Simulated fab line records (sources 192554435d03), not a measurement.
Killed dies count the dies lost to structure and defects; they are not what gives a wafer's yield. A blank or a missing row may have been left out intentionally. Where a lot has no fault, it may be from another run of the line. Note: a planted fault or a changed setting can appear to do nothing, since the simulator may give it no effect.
Comparing a struck lot with a sound one	flow n5 finfet	14 out of 1938 route steps
Sound: the wafers L574.1, L574.3, L574.6. Wafers L561.2, L561.3, L561.6 were the ones struck. Last of all comes the cause.
For every step that has rows: the tool of each side, followed by ch and its chambers, followed by its first start. Under that, the readings that differ: sound wafers	struck wafers	difference of the means	sigmas: that difference in standard deviations of wafers without a fault.
alike: readings with means less than 2 such deviations apart, plus words and numbers identical on both sides. not compared: withheld readings, readings lacking a value on some wafer, bounds such as >300 that could conceal the same value, and numbers that have no deviation in the record and whose values overlap.
Wherever a step has rows on one side only, a row that says differs or no value, or a row with sigmas, the two part there. Non-overlapping numbers with no deviation appear without sigmas and do not part them. A reading missing from all wafers of one side parts the sides only when that side holds two or more wafers.

N5_BEOL_M0_SAQP_RECESS_109: chemistry HF/NH3, target SiO2, target depth 3 nm, afs cycles 1, sublimation time 60 s.
  sound on vapor etch-02 ch 0,1, day 10 13:32; struck on vapor etch-01 ch 0,1, day 7 10:59
  alike: drypump motor current A
N5_BEOL_M0_SAQP_SPACER2_ALD_26: deposits SiO2, target thk 15 nm, pulse time 1 s, purge time 2 s.
  sound on ald sin-04 ch 1,2, day 10 13:40; struck on ald sin-04 ch 0,3, day 7 11:07
  alike: chamber pressure Torr, heater power w, precursor pulse height rel
  not compared: since wet clean h
N5_BEOL_M0_SAQP_SPACER2_ETCHBACK_27: etches SiO2 in CHF3/O2, target depth 22.5 nm, time 11.25 s.
  sound on rie diel-05 ch 0,2,3, day 10 14:13; struck on rie diel-05 ch 0,2,3, day 7 11:40
  alike: drypump motor current A, oes_f_703_au, oes product au, rf vpp V, showerhead plenum p Torr, throttle valve pct
  not compared: rf hours counter h
N5_BEOL_M0_SAQP_MANDREL2_REMOVE_110: chemistry HBr/Cl2/O2, target a-Si, stops on SiCN, bt time 10 s.
  sound on rie si-02 ch 0,1, day 10 14:19; struck on rie si-01 ch 1,2,3, day 7 11:46
reading	sound	struck	difference	sigmas
drypump motor current A (A)	6.4 6.2 6.2	5.3 5.1 5.3	-1.0	-2
  alike: mfc cl2 sccm, oes product au, throttle valve pct
  not compared: rf hours counter h
N5_BEOL_M0_SAQP_CD_MEAS_29: target cd 14.4 nm.
  sound on cd sem-01 ch 0, day 10 14:25; struck on cd sem-01 ch 0, day 7 11:52
  alike: cd nm
then, 7 steps without rows for these wafers: N5_BEOL_M0_SAQP_COAT_69 (time 60 s, resist thk 90 nm); N5_BEOL_M0_SAQP_COAT_72 (time 60 s, resist thk 15 nm); N5_BEOL_M0_SAQP_COAT_87 (time 60 s, resist thk 5 nm); N5_BEOL_M0_SAQP_COAT_34 (resist thk 30 nm); N5_BEOL_M0_SAQP_EBR_36; N5_BEOL_M0_SAQP_SOFTBAKE_35 (time 60 s); N5_BEOL_M0_SAQP_EXPOSE_37 (exposes mask M0 CUT1, target cd 30 nm).
N5_BEOL_M0_SAQP_PEB_38: peb time 60 s.
  struck on litho track-01, day 7 12:14; sound on litho track-01 ch 0, day 10 14:47
  no value came back on the struck wafers for chill plate temp C (C), exhaust pa (Pa), peb time s (s), plate temp C (C); on the sound wafers chill plate temp C (C) reads 22.95 22.98 22.93
then, 1 step without rows for these wafers: N5_BEOL_M0_SAQP_DEVELOP_39 (develop time 30 s).

== WHERE THEY PART ==
At N5_BEOL_M0_SAQP_MANDREL2_REMOVE_110 first; at N5_BEOL_M0_SAQP_PEB_38 last (within this record only).

WHY: the cause the simulator had injected
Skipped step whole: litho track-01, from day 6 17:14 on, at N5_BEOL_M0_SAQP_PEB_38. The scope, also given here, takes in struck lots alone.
